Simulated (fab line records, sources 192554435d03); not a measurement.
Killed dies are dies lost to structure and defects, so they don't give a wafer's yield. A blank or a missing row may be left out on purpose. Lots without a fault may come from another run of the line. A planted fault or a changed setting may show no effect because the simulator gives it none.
fab line records | flow n5_finfet
record lots=5 wafers=14 last_day=17
route steps=1938 shown SDB@361 DUMMY_REMOVAL@377 HKMG_FIN@385 GATE_CUT@469 BEOL_M4@1111
lots that met no fault: from a run of the same line without faults
start_h: hours from the record's first day to the start of the lot's first wafer shown | wait_h: hours since the lot's step before | " the same as in the row above | L1.1+2: a row that stands for several wafers | - no value, or no start given | * or withheld: withheld | < > ~ a bound
route shown NAME@n: a module of which the file shows steps, and the number in the route of the first | usual: mean/standard deviation of fault-free wafers | same: alike in all rows | chamber/n: place in a boat | sites: the reading at each site | _std_site: their standard deviation | _edge_site: outer sites' mean less inner sites' | radius_mm: how far each site lies from the wafer's centre | mask NAME#n: copy n | behind: the tool/chamber that last shaped the wafer | hold: why the lot was held/for how many hours/how that ended | device: the transistor (n, p or np) that didn't switch | end of line: the same wafers' tests at the end of the route | a step without rows: its recipe alone | killed: dies lost to structure and defects at the first sort, not the wafer's yield | map: a wafer's dies, x killed, . not, _ none there
set.NAME: the setting as run; set.NAME@STEP: as run at that earlier step | model.NAME: the simulator's own value behind a step, which no gauge read
lots at some steps of the route; a table a step, a row a wafer
services: from which hour (start_h, from the record's first day; less than 0 if before it) a tool's chamber was out of use, for how many hours, and why
## steps
# step N5_SDB_ETCH_18
# recipe chemistry=N2/H2 target=SOC target_depth_a=1000 overetch_a=200 mask_material=SiARC temp_c=40 time_s=150 ion_energy_ev=200 pressure_mtorr=30 source_w=840 bias_w=150 n2_flow_sccm=200 h2_flow_sccm=200
# step N5_SDB_STRIP_19
# recipe chemistry=N2/H2 temp_c=40 n2_flow_sccm=200 h2_flow_sccm=200 rf_frequency_hz=6e+07
# step N5_SDB_STRIP_21
# recipe chemistry=CF4 resist=SiARC power_w=300 bias_power_w=75 pressure_mtorr=50 cf4_flow_sccm=150 rf_frequency_hz=6e+07
# step N5_SDB_HM_OPEN_20
# recipe chemistry=CH3F/O2 target=SiNx mask_material=SOC target_depth_a=240 stop_on=poly-Si over_etch_frac=0.4 ion_energy_ev=120 pressure_mtorr=30 source_w=395 bias_w=73 Ar_flow_sccm=150 CH3F_flow_sccm=30 O2_flow_sccm=20
# step N5_SDB_STRIP_22
# recipe chemistry=N2/H2 power_w=1000 temp_c=250 h2_frac=0.65 overash_fraction=0.3 pressure_mtorr=withheld n2_flow_sccm=1750 h2_flow_sccm=3250
# step N5_SDB_PRECLEAN_23
# recipe chemistry=dHF time_s=30 temp_c=25 dilution=withheld
# step N5_SDB_DUMMY_REMOVE_24
# recipe chemistry=TMAH temp_c=70 target=poly-Si stop_on=SiO2 target_depth_nm=142 conc_wt_pct=5 time_s=57 dry=ipa_marangoni rinse_time_s=30 rinse_temp_c=23
# step N5_SDB_ETCH_25
# recipe chemistry=C4F6/O2 target=SiO2 target_depth_a=100 time_s=3.3 ion_energy_ev=250 mask_material=SiNx pressure_mtorr=30 source_w=345 bias_w=185 Ar_flow_sccm=300 C4F6_flow_sccm=10 O2_flow_sccm=10
# step N5_SDB_CUT_ETCH_26
# recipe chemistry=HBr/Cl2/O2 target=Si target_depth_a=1296 bt_time_s=20 mask_material=SiNx time_s=51.8 ion_energy_ev=* bias_w=* pressure_mtorr=10 icp_w=800 HBr_flow_sccm=150 Cl2_flow_sccm=80 O2_flow_sccm=12
# step N5_SDB_PRECLEAN_38
# recipe chemistry=dHF time_s=10 dilution=750:1 temp_c=25
# step N5_SDB_PRECLEAN_39
# recipe chemistry=O3/DIW time_s=45 temp_c=22 o3_ppm=10
# step N5_SDB_SRD_28
# recipe dry=ipa_marangoni time_s=30 temp_c=23 rinse_liquid=diw
# step N5_SDB_ALD_29
# recipe material=SiNx target_thk_a=300 temp_c=400 ald_precursor_family=SiH2I2 ald_co_reactant=N2/H2-plasma pulse_time_s=1 ald_cycles=600 purge_time_s=2 co_reactant_purge_time_s=2 pressure_torr=2
# usual ald_cycles=600/0 heater_power_w=822/84 precursor_pulse_height_rel=1.003/0.02
# columns lot.wafer tool chamber start_h wait_h ald_cycles heater_power_w precursor_pulse_height_rel model.SiNx_of_SDB_ALD_29.thk_nm
L757.1 ald_sin-04 0 66.03 0.0 600 662 1.026 30.4
L757.5 " 2 67.38 1.4 600 867 0.981 30
L757.6 " 3 " " 600 936 1.015 30
L770.1 ald_sin-04 0 145.28 0.0 600 677 0.967 30
L770.4 " 1 " " 600 900 1.006 29.8
L770.5 " 2 146.63 1.4 600 842 0.994 30
L776.2 ald_sin-04 0 183.37 0.0 600 689 0.982 30.2
L776.6 " 1 184.72 1.4 373 896 1.015 18.8
L777.3 ald_sin-04 3 188.04 0.0 600 935 0.994 30
L777.4 " 2 " " 600 846 0.980 30
L777.6 " 0 189.39 1.4 373 683 0.983 18.8
L778.1 ald_sin-04 2 194.08 0.0 373 827 1.007 18.6
L778.4 " 3 " " 600 923 1.008 30
L778.6 " 0 195.44 1.4 373 680 1.021 18.8
# step N5_SDB_CMP_30
# recipe stop_on=poly-Si t_overpolish_s=1.54 post_cmp_clean=alkaline_brush down_force_psi=4.1491 platen_rpm=51.796 pad_velocity_m_s=1.0306 target_thk_nm=30
# step N5_DUMMY_REMOVAL_HM_STRIP_01
# recipe chemistry=CH3F/O2 material=SiNx target_depth_a=40 stop_on=poly-Si time_s=6.8 over_etch_frac=0.3 ion_energy_ev=60 power_w=410 bias_w=29 Ar_flow_sccm=150 CH3F_flow_sccm=30 O2_flow_sccm=20
# step N5_DUMMY_REMOVAL_STRIP_10
# recipe chemistry=N2/H2 time_s=40 power_w=100 temp_c=40 pressure_mtorr=100 rf_frequency_hz=6e+07 bias_power_w=3 n2_flow_sccm=300 h2_flow_sccm=300
# step N5_DUMMY_REMOVAL_PRECLEAN_07
# recipe chemistry=dHF time_s=30 temp_c=25 dilution=withheld
# step N5_DUMMY_REMOVAL_DUMMY_REMOVE_02
# recipe chemistry=TMAH temp_c=70 target=poly-Si stop_on=SiO2 target_depth_nm=142 conc_wt_pct=5 time_s=57 dry=ipa_marangoni rinse_time_s=30 rinse_temp_c=23
# step N5_DUMMY_REMOVAL_PRECLEAN_08
# recipe chemistry=NF3:NH3 afs_cycles=2 temp_c=30 time_s=20 sublimation_temp_c=180 sublimation_time_s=60 pressure_torr=3 rf_power_w=30
# step N5_DUMMY_REMOVAL_PRECLEAN_04
# recipe chemistry=DHF time_s=37 temp_c=25 dilution=500:1
# step N5_DUMMY_REMOVAL_SRD_05
# recipe dry=ipa_marangoni do_ppb=5 time_s=30 temp_c=23 rinse_liquid=diw
# step N5_HKMG_FIN_IL_REGROW_00
# recipe material=SiO2 target_thk_a=7.5 chemistry=O3 temp_c=withheld time_s=30
# step N5_HKMG_FIN_HK_ALD_01
# recipe material=HfO2 target_thk_a=16 temp_c=withheld ald_precursor_family=HfCl4 ald_co_reactant=H2O pulse_time_s=3 purge_time_s=3 co_reactant_purge_time_s=2.5 co_reactant_pulse_time_s=0.3 ald_cycles=30
# step N5_HKMG_FIN_HK_ANNEAL_02
# recipe temp_c=700 time_s=30 ambient=N2 idle_temp_c=600 ramp_up_c_per_s=150 ramp_down_c_per_s=60 cool_to_c=600
# step N5_HKMG_FIN_ALD_74
# recipe material=La2O3 target_thk_a=5 temp_c=250 ald_precursor_family=La-Cp ald_co_reactant=O3 pulse_time_s=6 co_reactant_pulse_time_s=1 purge_time_s=3 co_reactant_purge_time_s=3
# step N5_HKMG_FIN_ALD_75
# recipe material=Al2O3 target_thk_a=10 temp_c=150 ald_precursor_family=TMA ald_co_reactant=H2O pulse_time_s=withheld co_reactant_pulse_time_s=1
# step N5_HKMG_FIN_COAT_41
# recipe resist=SOC temp_c=250 time_s=60 spin_rpm=1500 resist_thk_nm=300
# step N5_HKMG_FIN_COAT_42
# recipe resist=SiARC temp_c=220 time_s=60 spin_rpm=1500 resist_thk_nm=35
# step N5_HKMG_FIN_COAT_43
# recipe resist=CAR-ArF spin_rpm=1500 resist_thk_nm=90
# step N5_HKMG_FIN_EBR_45
# recipe solvent=PGMEA ebr_width_mm=1.5
# step N5_HKMG_FIN_SOFTBAKE_44
# recipe temp_c=110 time_s=60 resist=CAR-ArF
# step N5_HKMG_FIN_EXPOSE_46
# recipe mask_id=NDIPOLE na=1.35 source_shape=conventional sigma_outer=0.8 polarization=unpolarized dose_mj=40
# step N5_HKMG_FIN_PEB_47
# recipe peb_temp_c=withheld peb_time_s=60 resist=CAR-ArF
# step N5_HKMG_FIN_DEVELOP_48
# recipe develop_time_s=30 developer=TMAH resist=CAR-ArF rinse_liquid=diw dry=air_spin dev_temp_c=23
# step N5_HKMG_FIN_DESCUM_53
# recipe chemistry=O2 time_s=7.9 source_power_w=50 bias_power_w=20 pressure_mtorr=20 rf_frequency_hz=2.712e+07 temp_c=40 resist=CAR-ArF o2_flow_sccm=225
# step N5_HKMG_FIN_ETCH_54
# recipe chemistry=CF4 target=SiARC target_depth_a=455 mask_material=CAR-ArF time_s=75.8 ion_energy_ev=80 pressure_mtorr=40 source_w=545 bias_w=36 Ar_flow_sccm=100 cf4_flow_sccm=100 ends=cleared
# step N5_GATE_CUT_ETCH_58
# recipe chemistry=CH3F/O2 target=SiNx target_depth_a=170 time_s=128.6 ion_energy_ev=50 pressure_mtorr=30 source_w=415 bias_w=21 Ar_flow_sccm=150 CH3F_flow_sccm=30 O2_flow_sccm=20
# usual drypump_motor_current_A=5.7/0.4 oes_product_au=0.76/0.062 rf_vpp_V=99.0/0.97 showerhead_plenum_p_Torr=2.01/0.075 throttle_valve_pct=16.38/0.17
# same time_s=128.6
# columns lot.wafer tool chamber start_h wait_h drypump_motor_current_A oes_product_au rf_hours_counter_h rf_vpp_V showerhead_plenum_p_Torr throttle_valve_pct model.SiNx_of_SDB_ALD_29.thk_nm
L757.1 rie_diel-01 0 79.17 0.1 6.0 0.81 118 99.3 1.93 16.41 24.8
L757.5 " 1 " " 6.5 0.96 - 98.8 2.03 16.01 24.6
L757.6 " 0 " " 6.0 0.81 - 97.1 1.93 16.43 24.6
L770.1 rie_diel-02 3 159.05 0.1 5.9 0.70 192 98.4 1.90 16.40 24.6
L770.4 " 1 " " 6.1 0.73 187 98.6 2.08 16.39 24.4
L770.5 " 3 " " 5.9 0.70 - 99.9 1.90 16.39 24.6
L776.2 rie_diel-05 1 196.44 0.1 5.7 0.71 179 97.4 1.92 16.75 24.8
L776.6 " 0 " " 5.9 0.84 - 99.3 2.11 16.36 15.4
L777.3 rie_diel-01 1 201.15 0.0 6.5 0.87 47 99.2 2.02 16.07 24.6
L777.4 " 2 " " 5.9 0.72 192 99.5 2.08 16.56 24.6
L777.6 " 3 " " 5.0 0.70 - 98.5 1.91 16.37 15.4
L778.1 rie_diel-02 2 207.06 0.0 4.9 0.73 194 98.8 1.98 16.21 15.2
L778.4 " 1 " " 6.2 0.71 197 100.5 2.07 16.40 24.8
L778.6 " 0 " " 5.7 0.73 - 98.7 1.99 16.23 15.4
# step N5_BEOL_M4_RC_MEAS_101
# usual DIBL_N=36.0/1.6 DIBL_P=36.1/2 IOFF_N=0.160/0.029 IOFF_P=0.21/0.039 ION_N=675/13 ION_P=464/8.8 SS_N=71.5/0.58 SS_P=73.3/0.65 VT_N=250/3.3 VT_P=-249/3.6
# columns lot.wafer tool chamber start_h wait_h DIBL_N[mV/V] DIBL_P[mV/V] IOFF_N[nA/um] IOFF_P[nA/um] ION_N[uA/um] ION_P[uA/um] SS_N[mV/dec] SS_P[mV/dec] VT_N[mV] VT_P[mV]
L757.1 prober-02 0 163.92 0.0 34.0 31.5 0.107 0.14 654 448 70.2 73.1 254 -256
L757.5 " 0 " " 35.0 32.7 0.117 0.15 656 445 71.0 72.7 256 -255
L757.6 " 0 " " 35.7 34.8 0.131 0.19 658 460 71.1 73.1 251 -252
L770.1 prober-01 0 238.30 0.0 34.3 33.0 0.147 0.19 674 464 71.0 73.0 250 -248
L770.4 " 0 " " 37.4 37.6 0.204 0.28 685 472 72.0 73.3 246 -245
L770.5 " 0 " " 35.2 35.4 0.157 0.21 670 460 70.6 73.1 247 -248
L778.1 prober-02 0 294.45 0.0 34.6 35.7 0.152 0.22 666 456 71.4 73.7 250 -247
L778.4 " 0 " " 31.8 33.1 0.106 0.18 655 457 70.4 72.1 255 -252
L778.6 " 0 " " 30.4 31.7 0.092 0.16 650 453 70.9 72.3 259 -254
L776.2 prober-01 0 298.10 0.2 34.5 32.2 0.118 0.15 661 451 71.3 71.8 253 -256
L776.6 " 0 " " 33.9 32.0 0.126 0.15 681 461 70.8 71.9 250 -253
L777.3 prober-02 0 301.42 0.3 38.4 37.8 0.198 0.25 692 474 72.1 73.9 246 -244
L777.4 " 0 " " 35.6 35.3 0.143 0.20 681 472 71.6 72.9 248 -249
L777.6 " 0 " " 35.1 34.4 0.130 0.19 670 458 71.2 72.2 253 -249
## services
# columns tool chamber start_h hours kind
rie_diel-01 3 76.84 10.0 repair
rie_diel-05 1 91.99 2.6 repair
rie_diel-02 1 92.88 3.0 repair
rie_diel-02 1 113.71 14.4 repair
rie_diel-02 1 163.00 10.2 repair
rie_diel-05 1 177.64 1.4 repair
rie_diel-01 0 181.02 4.1 repair
## key
first_sign step=N5_SDB_ALD_29 reading=ald_cycles direction=down sigmas=99+ usual=* struck=*
effect none on later readings
model_effect step=N5_SDB_ALD_29 value=SiNx_of_SDB_ALD_29.thk_nm without=30.05 struck=18.75
model_effect step=N5_GATE_CUT_ETCH_58 value=SiNx_of_SDB_ALD_29.thk_nm without=24.6 struck=15.35
met_at N5_SDB_ALD_29
struck_wafers L776.6,L777.6,L778.1,L778.6
onset_between 145.28 183.37
fault kind=process_parameter_drift tool=ald_sin-04 chamber=- onset_h=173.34 steps=N5_SDB_ALD_29 channel=ald_cycles offset=* shape=step end_h=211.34 scope=struck_wafers_only acts_in=* stated=*
